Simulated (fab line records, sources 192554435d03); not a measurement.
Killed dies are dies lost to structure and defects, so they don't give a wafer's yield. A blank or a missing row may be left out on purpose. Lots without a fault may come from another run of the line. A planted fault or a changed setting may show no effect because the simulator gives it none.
Problem report in the 8D (eight disciplines) form, filled by code | flow n5_finfet | the parts of the form that need people (team, actions taken, sign-off) are left out

1. THE PROBLEM
run_length_s at N5_BEOL_M10_CVD_75 reads a mean of 164.7 s on 3 wafers of 2 lots; wafers without a fault read 161.5 s with a standard deviation of 0.42. That is +7.5 standard deviations from the usual mean.
The step: deposits Co from CCTBA/H2, target thk 2 nm, time 138.9 s.
First seen on wafer L967.6, day 15 01:31, on cvd_co-02. The record holds 33 wafers of 11 lots with a number at this step. Rule for "out", or "out of limits": more than 4 standard deviations from the usual mean. The other wafers with a number count as sound.

2. WHAT IT IS AND WHAT IT IS NOT
question                    | is                     | is not
which readings at this step | run_length_s           | -
which lots                  | L967, L968             | L948, L949, L951, L952, L956, L957, L958, L959, L962
which wafers of those lots  | L967.6, L968.2, L968.3 | L967.1, L967.4, L968.1
read on which tools         | cvd_co-02              | cvd_co-01
when                        | from day 15 01:31      | up to then (29 sound wafers); but 1 sound wafer of L968 came after

3. SUSPECTS, AND WHAT RULES EACH OUT
Counting: a tool at a process step up to the reading stays a suspect if it ran every lot that is out. Sound lots after the first of them don't rule it out here, since some wafers of a struck lot are sound.
- cvd_co-02 at N5_BEOL_M10_CVD_75 (deposits Co from CCTBA/H2, target thk 2 nm, time 138.9 s): kept. It ran every lot that is out, first L967 (day 15 01:31); its last sound lot up to then is L962 (day 13 20:16). Its own readings are out on those wafers: run_length_s.
Left after counting: cvd_co-02 at N5_BEOL_M10_CVD_75.

4. THE CAUSE (what the simulator had put in)
Process parameter drift: cvd_co-02, from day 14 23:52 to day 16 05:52, at N5_BEOL_M10_CVD_75. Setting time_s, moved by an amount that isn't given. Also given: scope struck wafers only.
Counting left only this tool.

5. THE CHAIN OF EFFECTS, in route order
Each row: a reading whose mean over the struck wafers that have a number lies more than 3 standard deviations from the usual. Only readings for which the record gives a usual standard deviation are gone through. hours: the time from each lot's start at the first step in this table that gives one to its start at this step, as a median over the lots. sigmas: the change in usual standard deviations.
hours | step               | reading      | usual   | on struck wafers | change | sigmas
0     | N5_BEOL_M10_CVD_75 | run_length_s | 161.5 s | 164.7            | +3.2   | +7.5
The process steps in it:
- N5_BEOL_M10_CVD_75: deposits Co from CCTBA/H2, target thk 2 nm, time 138.9 s.

6. WHAT WOULD HAVE CAUGHT IT SOONER
In this record the first reading out of limits was taken at day 15 01:31, 2 hours after the fault began at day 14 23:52.
